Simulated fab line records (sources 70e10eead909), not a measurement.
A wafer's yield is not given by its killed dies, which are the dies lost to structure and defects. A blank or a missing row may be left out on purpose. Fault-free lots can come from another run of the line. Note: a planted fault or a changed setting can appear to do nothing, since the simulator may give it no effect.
A lot that was struck, set against a sound lot    flow nand-harc    13 out of 1302 route steps
Sound: these wafers, L529.1, L529.4, L529.6. Struck: wafers L524.1, L524.2, L524.3. The cause is named last.
Order at every step that has rows: each side's tool, ch and its chambers, its first start. Under that, the readings that differ: sound wafers    struck wafers    difference of the means    sigmas: that difference in standard deviations of wafers without a fault.
alike: a reading whose means differ by less than 2 such deviations, as well as words and numbers matching on both sides. not compared: withheld readings; readings where some wafer has no value; bounds like >300 that might hide an equal value; numbers whose values overlap and for which the record gives no deviation.
Wherever a step has rows on one side only, a row that says differs or no value, or a row with sigmas, the two part there. When numbers do not overlap yet have no deviation, they are printed without sigmas and do not part them. Lack of a reading on every wafer of one side parts them only where that side has two or more wafers.

first, 2 steps without rows for these wafers: NHARC_A_SIN_REMOVE_PRECLEAN_01 (cleans in SC1); NHARC_A_SIN_REMOVE_SRD_02.
NHARC_A_SIN_REMOVE_INSPECT_04:
  struck on defect-inspect-01, day 27 19:10; sound on defect-inspect-01, day 30 01:40
reading           sound        struck       difference  sigmas
raw-defect-count  402 495 583  241 351 253  -212        -3
NHARC_A_WL_FILL_ALD_00: deposits Al2O3, target thk 3 nm, pulse time 3 s, ald cycles 30.
  sound on ald-hk-02 ch 0,1,3, day 30 01:43; struck on ald-hk-04 ch 0,2,3, day 27 19:14
  alike: heater-power-w, precursor-pulse-height-rel
NHARC_A_WL_FILL_RTA_01: time 5 s.
  sound on rtp-anneal-02 ch 0, day 30 01:59; struck on rtp-anneal-02 ch 0, day 27 19:30
  alike: lamp-power-pct, lamp_zone_1_pct, wafer_temp_C_max
then, 1 step without rows for these wafers: NHARC_A_WL_FILL_ALD_02 (deposits TiN, target thk 2 nm, pulse time 3 s, ald cycles 100).
NHARC_A_WL_FILL_CVD_03: deposits W, target thk 40 nm, time 279 s.
  sound on cvd-w-01 ch 0, day 30 02:38; struck on cvd-w-02 ch 0,1, day 27 20:09
reading             sound        struck       difference  sigmas
heater-power-w (W)  406 409 397  488 507 503  +95         +2
  alike: throttle-valve-pct
NHARC_A_WL_FILL_ETCHBACK_04: etches the open film in NF3, target depth 60 nm, time 120 s.
  sound on rie-metal-01 ch 0,1, day 30 03:19; struck on rie-metal-03 ch 0,1, day 27 20:31
  alike: drypump-motor-current-A, oes-product-au
  not compared: rf-hours-counter-h
then, 1 step without rows for these wafers: NHARC_A_WL_FILL_ETCHBACK_05 (etches the open film in Cl2/BCl3, target depth 22 nm, time 60 s).
NHARC_A_WL_FILL_STRIP_27: strips in N2/H2, time 20 s.
  sound on plasma-asher-02 ch 0,1, day 30 03:44; struck on plasma-asher-02 ch 0,1, day 27 20:55
  alike: drypump-motor-current-A, heater-power-w, temp-c
  not compared: rf-hours-counter-h
NHARC_A_WL_FILL_STRIP_28: strips in post etch residue remover, time 1200 s.
  sound on wet-bench-06 ch 3,4,7, day 30 03:53; struck on wet-bench-06 ch 4,5,6, day 27 21:07
  no value came back on the struck wafers for bath-guard-temp-C (C), bath-heat-duty-pct (%), temp-c (C); on the sound wafers bath-guard-temp-C (C) reads 73.1 71.6 71.6
then, 2 steps without rows for these wafers: NHARC_A_WL_FILL_PRECLEAN_06 (cleans in DIW, time 300 s); NHARC_END_SORT_01.

WHERE THEY PART
First at NHARC_A_SIN_REMOVE_INSPECT_04; last, within this record, at NHARC_A_WL_FILL_STRIP_28.

WHY: the cause the simulator had injected
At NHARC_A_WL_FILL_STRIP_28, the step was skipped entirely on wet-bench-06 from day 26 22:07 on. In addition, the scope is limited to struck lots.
